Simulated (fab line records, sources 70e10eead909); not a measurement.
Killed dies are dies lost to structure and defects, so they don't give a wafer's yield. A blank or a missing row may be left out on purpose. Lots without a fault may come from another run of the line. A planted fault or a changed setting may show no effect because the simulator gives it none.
Which tool did it? | flow nand_harc | 13 lots, 39 wafers sampled, at 5 steps of a route of 1302

WHAT THE GAUGES READ, wafer by wafer
NHARC_A_SOURCE_PLATE_THK_MEAS_06: measures by ellipsometry. Usual: thk_nm 200.2 nm, standard deviation 2.4.
lot  | measured     | on            | thk_nm (nm)       | flag
L489 | day 7 14:55  | film_metro-02 | 198.2 196.9 195.5 |
L492 | day 9 02:25  | film_metro-02 | 198.8 198.7 198.3 |
L493 | day 9 11:55  | film_metro-01 | 197.2 197.7 199.8 |
L495 | day 9 23:58  | film_metro-01 | 202.2 202.3 201.4 |
L501 | day 12 13:38 | film_metro-01 | 197.7 196.9 196.1 |
L502 | day 13 03:06 | film_metro-01 | 199.9 199.5 201.9 |
L503 | day 13 22:00 | film_metro-01 | 200.5 199.8 201.1 |
L506 | day 14 19:29 | film_metro-01 | 198.3 198.2 201.1 |
L507 | day 15 03:27 | film_metro-01 | 200.3 198.2 202.3 |
L508 | day 15 18:35 | film_metro-01 | 199.3 202.1 202.5 |
L509 | day 16 01:39 | film_metro-01 | 204.6 204.9 205.2 |
L510 | day 16 14:29 | film_metro-01 | 198.6 196.4 197.2 |
L512 | day 17 06:53 | film_metro-01 | 202.1 204.9 205.0 |

NHARC_A_ONON_D1_THK_MEAS_24: measures by ellipsometry. Usual: thk_nm 1000 nm, standard deviation 9.3.
lot  | measured     | on            | thk_nm (nm)    | flag
L489 | day 8 02:50  | film_metro-01 | 1005 1006 1004 |
L492 | day 9 16:34  | film_metro-02 | 1000 999 1000  |
L493 | day 10 03:52 | film_metro-01 | 1005 1005 1006 |
L495 | day 10 11:44 | film_metro-02 | 1010 1008 1009 |
L501 | day 13 01:39 | film_metro-01 | 981 981 981    |
L502 | day 13 17:22 | film_metro-01 | 1003 1004 1005 |
L503 | day 14 10:33 | film_metro-02 | 1020 1018 1019 |
L506 | day 15 07:20 | film_metro-01 | 994 998 998    |
L507 | day 15 15:16 | film_metro-02 | 1002 1001 1001 |
L508 | day 16 06:28 | film_metro-01 | 1010 1012 1011 |
L509 | day 16 13:29 | film_metro-01 | 998 999 1000   |
L510 | day 17 02:37 | film_metro-01 | 998 999 998    |
L512 | day 17 18:59 | film_metro-01 | 1006 1007 1007 |

NHARC_END_SORT_01. Usual: killed_at_array 56, standard deviation 20; killed_at_other 1, standard deviation 1.3; killed_at_periphery 3.5, standard deviation 2.7; killed_dies 60, standard deviation 20; killed_open 3.3, standard deviation 1.6; killed_short 2.4, standard deviation 1.5.
lot  | measured     | on        | killed_at_array | killed_at_other | killed_at_periphery | killed_dies | killed_open | killed_short | flag
L492 | day 25 06:34 | prober-01 | 675 674 673     | 0 1 1           | 2 2 3               | 677 677 677 | 4 4 3       | 3 3 1        | OFF
L493 | day 26 10:28 | prober-01 | 672 673 674     | 0 2 2           | 5 2 1               | 677 677 677 | 1 2 3       | 3 4 1        | OFF
L495 | day 26 19:40 | prober-01 | 671 671 675     | 0 1 0           | 6 5 2               | 677 677 677 | 4 5 3       | 0 3 7        | OFF
L503 | day 30 17:23 | prober-01 | 90              | 0               | 2                   | 92          | 2           | 0            |
L506 | day 31 01:58 | prober-01 | 53 44           | 1 0             | 1 1                 | 55 45       | 3 2         | 2 5          |
L507 | day 31 10:31 | prober-02 | 26 31 27        | 0 0 0           | 1 2 4               | 27 33 31    | 2 3 4       | 1 5 2        |
L508 | day 32 04:40 | prober-01 | 75 73           | 2 4             | 6 4                 | 83 81       | 4 0         | 2 1          |

WHICH TOOL RAN EACH LOT (tool, then ch and the chambers of the sampled wafers, then the start)
lot  | NHARC_A_ZERO_WELL_ETCH_19          | NHARC_A_CHANNEL_HOLE_D1_DEP_00
L489 | rie_diel-07 ch 0,1,2, day 6 17:45  | acl_dep-02 ch 0, day 8 04:34
L492 | rie_diel-07 ch 0,3, day 8 04:37    | acl_dep-01 ch 0, day 9 19:14
L493 | rie_diel-13 ch 0,1,2, day 8 14:38  | acl_dep-02 ch 0, day 10 05:52 and acl_dep-03 ch 0, day 10 10:00
L495 | rie_diel-13 ch 0,1, day 9 02:27    | acl_dep-01 ch 0, day 10 15:45
L501 | rie_diel-13 ch 1,2, day 11 15:53   | acl_dep-01 ch 0, day 13 03:42
L502 | rie_diel-13 ch 1,2,3, day 12 05:52 | acl_dep-02 ch 0, day 13 19:11
L503 | rie_diel-13 ch 1,2,3, day 12 23:04 | acl_dep-03 ch 0, day 14 14:31
L506 | rie_diel-13 ch 0,2,3, day 13 18:58 | acl_dep-02 ch 0, day 15 09:58
L507 | rie_diel-13 ch 1,3, day 14 03:47   | acl_dep-01 ch 0, day 15 17:19
L508 | rie_diel-13 ch 0,3, day 14 20:30   | acl_dep-03 ch 0, day 16 09:32
L509 | rie_diel-13 ch 1,2, day 15 02:18   | acl_dep-02 ch 0, day 16 19:29
L510 | rie_diel-07 ch 1,2,3, day 15 13:18 | acl_dep-03 ch 0, day 17 04:41
L512 | rie_diel-07 ch 0,1, day 16 08:56   | acl_dep-01 ch 0, day 17 21:38
- NHARC_A_ZERO_WELL_ETCH_19: etches the open film in N2/H2, target depth 80 nm, overetch 24 nm, time 87.88 s.
- NHARC_A_CHANNEL_HOLE_D1_DEP_00: deposits aC, target thk 3100 nm.

WHAT THE TOOLS THEMSELVES READ (means of the sampled wafers that have a number; where no wafer has one, the mark that the record gives instead)
NHARC_A_ZERO_WELL_ETCH_19. Usual: bias_w 150.1 W, standard deviation 0.41; drypump_motor_current_A 5.5 A, standard deviation 0.31; oes_product_au 1.001 a.u., standard deviation 0.0082; rf_vpp_V 431.6 V, standard deviation 2.4; showerhead_plenum_p_Torr 2.08 Torr, standard deviation 0.081; throttle_valve_pct 14.171 %, standard deviation 0.0091.
lot  | tool        | bias_w (W) | drypump_motor_current_A (A) | oes_product_au (a.u.) | rf_vpp_V (V) | showerhead_plenum_p_Torr (Torr) | throttle_valve_pct (%) | flag
L489 | rie_diel-07 | 150.2      | 5.5                         | 0.997                 | 430.2        | 2.01                            | 14.169                 |
L492 | rie_diel-07 | 150.3      | 5.6                         | 1.004                 | 428.6        | 1.99                            | 14.175                 |
L493 | rie_diel-13 | 150.0      | 5.5                         | 1.003                 | 432.1        | 2.09                            | 14.175                 |
L495 | rie_diel-13 | 150.3      | 5.8                         | 0.997                 | 432.3        | 2.11                            | 14.172                 |
L501 | rie_diel-13 | 150.5      | 5.2                         | 0.996                 | 431.2        | 2.06                            | 14.176                 |
L502 | rie_diel-13 | 149.9      | 5.4                         | 0.990                 | 432.8        | 2.12                            | 14.168                 |
L503 | rie_diel-13 | 149.7      | 5.4                         | 1.009                 | 432.2        | 2.12                            | 14.177                 |
L506 | rie_diel-13 | 150.4      | 5.6                         | 1.010                 | 432.7        | 2.09                            | 14.171                 |
L507 | rie_diel-13 | 150.1      | 5.5                         | 0.989                 | 433.9        | 2.18                            | 14.163                 |
L508 | rie_diel-13 | 149.7      | 5.9                         | 1.002                 | 433.7        | 2.15                            | 14.176                 |
L509 | rie_diel-13 | 149.9      | 5.3                         | 0.995                 | 433.1        | 2.12                            | 14.167                 |
L510 | rie_diel-07 | 149.9      | 5.3                         | 0.999                 | 429.7        | 2.03                            | 14.174                 |
L512 | rie_diel-07 | 149.8      | 5.6                         | 1.001                 | 428.5        | 1.96                            | 14.171                 |

NHARC_A_CHANNEL_HOLE_D1_DEP_00. Usual: throttle_valve_pct 35.000 %, standard deviation 0.009.
lot  | tool                  | throttle_valve_pct (%) | flag
L489 | acl_dep-02            | 35.000                 |
L492 | acl_dep-01            | 34.994                 |
L493 | acl_dep-02/acl_dep-03 | 35.001                 |
L495 | acl_dep-01            | 34.996                 |
L501 | acl_dep-01            | 34.995                 |
L502 | acl_dep-02            | 35.002                 |
L503 | acl_dep-03            | 35.008                 |
L506 | acl_dep-02            | 35.001                 |
L507 | acl_dep-01            | 34.996                 |
L508 | acl_dep-03            | 34.999                 |
L509 | acl_dep-02            | 35.000                 |
L510 | acl_dep-03            | 35.005                 |
L512 | acl_dep-01            | 34.999                 |

THE ANSWER, worked out from the rows above alone
Rule: a lot is off if the mean of its wafers that have a number lies more than 3 standard deviations from the usual mean. A lot without any number at a reading at which 4 lots or more have one is off too. The other lots that the step has rows for count as sound. The gauges are gone through in route order, then the tools' own readings, and for those a lot's mean is taken as printed above. The first step at which some lot is off is used, and at that step the reading that is off furthest; a lot without a number counts as furthest.
Off: L492, L493, L495, at NHARC_END_SORT_01 (killed_at_array). Neither off nor sound, because the step has no rows for them: L489, L501, L502, L509, L510, L512.
A tool fits if, at a process step before that reading, it ran every lot that is off, and no sound lot after the first of them. The gauges at NHARC_END_SORT_01 are tried like those tools. None of those tried fits.

WHAT THE SIMULATOR HAD PUT IN
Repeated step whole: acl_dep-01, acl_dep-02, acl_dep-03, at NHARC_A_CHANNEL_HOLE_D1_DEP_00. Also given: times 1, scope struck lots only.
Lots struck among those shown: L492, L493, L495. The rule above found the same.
